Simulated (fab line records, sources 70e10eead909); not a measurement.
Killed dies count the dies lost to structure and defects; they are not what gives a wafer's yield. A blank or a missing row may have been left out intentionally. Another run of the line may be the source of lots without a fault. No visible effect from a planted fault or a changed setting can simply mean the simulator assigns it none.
8D (eight disciplines) problem report, filled in by code + flow nandHarc + the parts of the form that need people (team, actions taken, sign-off) are left out

== 1. THE ISSUE ==
At NHARC_A_CONTACT_ETCH_98, oesProductAu averages 0.770 a.u. over 3 wafers from 2 lots, while fault-free wafers read 0.958 a.u., standard deviation 0.02. Measured from the usual mean, that is -9.4 standard deviations.
The step: etches the open film in C4F6/O2, target depth 20 nm, time 10 s.
First seen on wafer L708.6, day 27 10:47, on rieDiel-02. At this step, 40 wafers from 14 lots have a number in the record. Rule for "out" (also "out of limits"): further than 4 standard deviations from the usual mean. The rest of the wafers with a number are treated as sound.

== 2. WHAT IT IS, WHAT IT ISN'T ==
| question                    | is                     | is not                                                                                 |
|-----------------------------|------------------------|----------------------------------------------------------------------------------------|
| which readings at this step | oesProductAu           | drypumpMotorCurrentA, rfVppV, showerheadPlenumPTorr, throttleValvePct                  |
| which lots                  | L708, L712             | L697, L698, L699, L700, L701, L702, L703, L705, L716, L718, L719, L720                 |
| which wafers of those lots  | L708.6, L712.4, L712.6 | L708.2                                                                                 |
| read on which tools         | rieDiel-02             | rieDiel-05, rieDiel-06                                                                 |
| when                        | from day 27 10:47      | up to then (25 sound wafers); but 12 sound wafers of L716, L718, L719, L720 came after |

== 3. THE SUSPECTS, EACH WITH WHAT RULES IT OUT ==
Counting: if a tool at a process step up to the reading ran every lot that is out, it stays a suspect. Sound lots after the first of them don't rule it out here, since some wafers of a struck lot are sound.
- rieDiel-02 at NHARC_A_CONTACT_ETCH_92 (etches the open film in CH3F/O2, target depth 40 nm, time 85.7 s): kept. Every lot that is out went through it, the first being L708 (day 27 10:39); the last sound lot it ran before that was L702 (day 25 08:50).
- rieDiel-02 at NHARC_A_CONTACT_ETCH_98 (etches the open film in C4F6/O2, target depth 20 nm, time 10 s): kept. Every lot that is out went through it, the first being L708 (day 27 10:47); the last sound lot it ran before that was L702 (day 25 08:56). Its own readings are out on those wafers: oesProductAu.
- Within rieDiel-02 at NHARC_A_CONTACT_ETCH_92: the wafers that are out ran in chambers 1, 3; their sound lot-mates ran in chamber 0.
- Within rieDiel-02 at NHARC_A_CONTACT_ETCH_98: the wafers that are out ran in chambers 1, 3; their sound lot-mates ran in chamber 0.
After counting, rieDiel-02 at NHARC_A_CONTACT_ETCH_92 and rieDiel-02 at NHARC_A_CONTACT_ETCH_98 remain.

== 4. THE CAUSE (what the simulator had put in) ==
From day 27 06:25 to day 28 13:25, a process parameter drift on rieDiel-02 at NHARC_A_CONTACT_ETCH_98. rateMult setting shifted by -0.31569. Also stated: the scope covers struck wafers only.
Of the 2 suspects that counting leaves, this tool is one.

== 5. THE CHAIN OF EFFECTS, in route order ==
Each row: a reading where the mean over the struck wafers with a number is more than 3 standard deviations away from the usual. Only readings for which the record gives a usual standard deviation are gone through. hours: the time from each lot's start at the first step in this table that gives one to its start at this step, as a median over the lots. sigmas: the change in usual standard deviations.
| hours | step                    | reading      | usual      | on struck wafers | change | sigmas |
|-------|-------------------------|--------------|------------|------------------|--------|--------|
| 0     | NHARC_A_CONTACT_ETCH_98 | oesProductAu | 0.958 a.u. | 0.770            | -0.188 | -9.4   |
It contains these process steps:
- NHARC_A_CONTACT_ETCH_98: etches the open film in C4F6/O2, target depth 20 nm, time 10 s.

== 6. HOW IT WOULD HAVE BEEN CAUGHT EARLIER ==
In this record the first reading out of limits was taken at day 27 10:47, 4 hours after the fault began at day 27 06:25.
